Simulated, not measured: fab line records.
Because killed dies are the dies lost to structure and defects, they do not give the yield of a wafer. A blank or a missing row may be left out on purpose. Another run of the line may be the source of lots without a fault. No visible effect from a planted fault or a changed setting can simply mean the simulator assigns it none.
Which tool did it? | flow nand_harc | 13 lots with 39 wafers sampled at 4 steps, on a route of 1159 steps

== WHAT THE GAUGES READ, wafer by wafer ==
NHARC_END_SORT_01.
lot  | measured     | on        | defect_limited_yield (%) | killed_at_array | killed_at_other | killed_at_periphery | killed_dies | killed_open | killed_short | sort_bin_2_pct (%) | sort_bin_3_pct (%) | sort_bin_4_pct (%) | sort_n_pass | sort_rim_yield_pct (%) | sort_yield_pct (%)
L798 | day 21 04:43 | prober-02 | 35.9 36.2 30.7           | 12 10 17        | 0 0 0           | 422 422 452         | 434 432 469 | 2 1 4       | 0 0 1        | 25.0 25.1 23.3     | 5.17 5.02 6.79     | 34.0 33.7 39.1     | 243 245 208 | 28.3 32.1 31.1         | 35.9 36.2 30.7
L802 | day 22 03:57 | prober-02 | 33.7 31.0 31.5           | 17 18 16        | 3 1 0           | 429 448 448         | 449 467 464 | 2 3 3       | 0 1 2        | 26.3 24.4 28.2     | 5.76 6.35 5.91     | 34.3 38.3 34.4     | 228 210 213 | 32.1 30.2 34.0         | 33.7 31.0 31.5
L808 | day 23 15:43 | prober-02 | 92.6 92.0 91.3           | 46 51 56        | 3 1 2           | 1 2 1               | 50 54 59    | 5 2 2       | 1 1 1        | 3.2 2.8 2.7        | 0.30 0.59 0.59     | 3.8 4.6 5.5        | 627 623 618 | 89.6 92.5 96.2         | 92.6 92.0 91.3
L810 | day 24 01:05 | prober-02 | 96.6 95.6 96.2           | 20 24 24        | 0 0 0           | 3 6 2               | 23 30 26    | 3 4 3       | 2 2 2        | 1.3 2.1 1.3        | 0 0.15 0.15        | 2.1 2.2 2.4        | 654 647 651 | 100.0 96.2 100.0       | 96.6 95.6 96.2

== WHICH TOOL RAN EACH LOT (tool, then ch and the chambers of the sampled wafers, then the start) ==
lot  | NHARC_P_BONDPAD_ECD_18         | NHARC_THIN_TSV_CMP_01         | NHARC_THIN_TSV_DEGAS_49
L792 | ecd_cu-02 ch 0,1, day 6 22:24  | cmp-01 ch 0,1,3, day 18 18:22 | pvd_sputter-02, day 18 22:26
L791 | ecd_cu-02 ch 0,1, day 7 00:30  | cmp-03 ch 0,2,3, day 18 19:32 | pvd_sputter-01, day 18 23:55
L793 | ecd_cu-01 ch 0,1, day 7 07:51  | cmp-04 ch 0,2,3, day 19 07:59 | pvd_sputter-01, day 19 11:55
L795 | ecd_cu-02 ch 0,1, day 7 11:58  | cmp-04 ch 0,1,3, day 18 20:44 | pvd_sputter-03, day 19 00:46
L794 | ecd_cu-01 ch 0,1, day 7 12:15  | cmp-04 ch 0,1,3, day 18 21:59 | pvd_sputter-02, day 19 02:13
L796 | ecd_cu-01 ch 0,1, day 7 16:38  | cmp-03 ch 0,1, day 19 06:47   | pvd_sputter-03, day 19 10:53
L798 | ecd_cu-02 ch 0,1, day 8 06:11  | cmp-04 ch 0,3, day 20 09:19   | pvd_sputter-02, day 20 13:28
L802 | ecd_cu-02 ch 0,1, day 9 18:59  | cmp-03 ch 2,3, day 21 10:58   | pvd_sputter-03, day 21 14:57
L808 | ecd_cu-01 ch 0,1, day 10 13:55 | cmp-03 ch 0,1, day 22 18:56   | pvd_sputter-02, day 22 23:04
L810 | ecd_cu-01 ch 0,1, day 11 04:07 | cmp-01 ch 0,2,3, day 23 02:32 | pvd_sputter-02, day 23 06:44
L811 | ecd_cu-01 ch 0,1, day 11 09:50 | cmp-04 ch 0,3, day 23 03:44   | pvd_sputter-01, day 23 07:48
L812 | ecd_cu-01 ch 0,1, day 11 18:22 | cmp-01 ch 0,1, day 23 16:17   | pvd_sputter-02, day 23 20:18
L814 | ecd_cu-02 ch 0,1, day 12 00:55 | cmp-01 ch 0,2,3, day 24 05:47 | pvd_sputter-01, day 24 10:05
- NHARC_P_BONDPAD_ECD_18: material Cu, target thk 400 nm.
- NHARC_THIN_TSV_CMP_01: polishes.
- NHARC_THIN_TSV_DEGAS_49: time 120 s.

== AS READ BY THE TOOLS THEMSELVES (means over the sampled wafers that have a number; for cases with no such wafer, the mark the record gives instead) ==
NHARC_P_BONDPAD_ECD_18.
lot  | tool      | bath_temp_c (C)
L792 | ecd_cu-02 | 25.02
L791 | ecd_cu-02 | 24.99
L793 | ecd_cu-01 | 24.97
L795 | ecd_cu-02 | 25.00
L794 | ecd_cu-01 | 25.01
L796 | ecd_cu-01 | 25.04
L798 | ecd_cu-02 | 25.04
L802 | ecd_cu-02 | 24.96
L808 | ecd_cu-01 | 25.12
L810 | ecd_cu-01 | 25.10
L811 | ecd_cu-01 | 24.97
L812 | ecd_cu-01 | 25.04
L814 | ecd_cu-02 | 25.06

NHARC_THIN_TSV_CMP_01.
lot  | tool   | motor_current_A (A)
L792 | cmp-01 | 11.6
L791 | cmp-03 | 12.9
L793 | cmp-04 | 12.7
L795 | cmp-04 | 11.9
L794 | cmp-04 | 12.0
L796 | cmp-03 | 11.0
L798 | cmp-04 | 11.8
L802 | cmp-03 | 14.5
L808 | cmp-03 | 10.7
L810 | cmp-01 | 11.4
L811 | cmp-04 | 11.9
L812 | cmp-01 | 12.0
L814 | cmp-01 | 11.4

NHARC_THIN_TSV_DEGAS_49.
lot  | tool           | heater_power_w (W)
L792 | pvd_sputter-02 | 427
L791 | pvd_sputter-01 | 394
L793 | pvd_sputter-01 | 395
L795 | pvd_sputter-03 | 441
L794 | pvd_sputter-02 | 420
L796 | pvd_sputter-03 | 465
L798 | pvd_sputter-02 | 414
L802 | pvd_sputter-03 | 440
L808 | pvd_sputter-02 | 431
L810 | pvd_sputter-02 | 438
L811 | pvd_sputter-01 | 447
L812 | pvd_sputter-02 | 408
L814 | pvd_sputter-01 | 444

== THE ANSWER, worked out from the rows above alone ==
Rule: usual is defined by the lots themselves. The widest of any qualifying gaps counts: lots, ordered by their means at a reading, are off when they make up no more than a third of the lots, leave a main group of 4 or more, and stand apart from it by 3 or more times the standard deviation of that group's means. If all means in a main group match to the digits the tables above print for the reading, that group is not used. A lot without any number at a reading at which 4 lots or more have one is off too. All remaining lots with rows at the step are treated as sound. Order of review: gauges by route order, followed by the tools' own readings, for which a lot's mean as printed above is used. The first step at which some lot is off is used, and at that step the reading that is off furthest; a lot without a number counts as furthest.
No lot is off on any of the readings shown, so nothing can be concluded from this.

== WHAT THE SIMULATOR PUT IN ==
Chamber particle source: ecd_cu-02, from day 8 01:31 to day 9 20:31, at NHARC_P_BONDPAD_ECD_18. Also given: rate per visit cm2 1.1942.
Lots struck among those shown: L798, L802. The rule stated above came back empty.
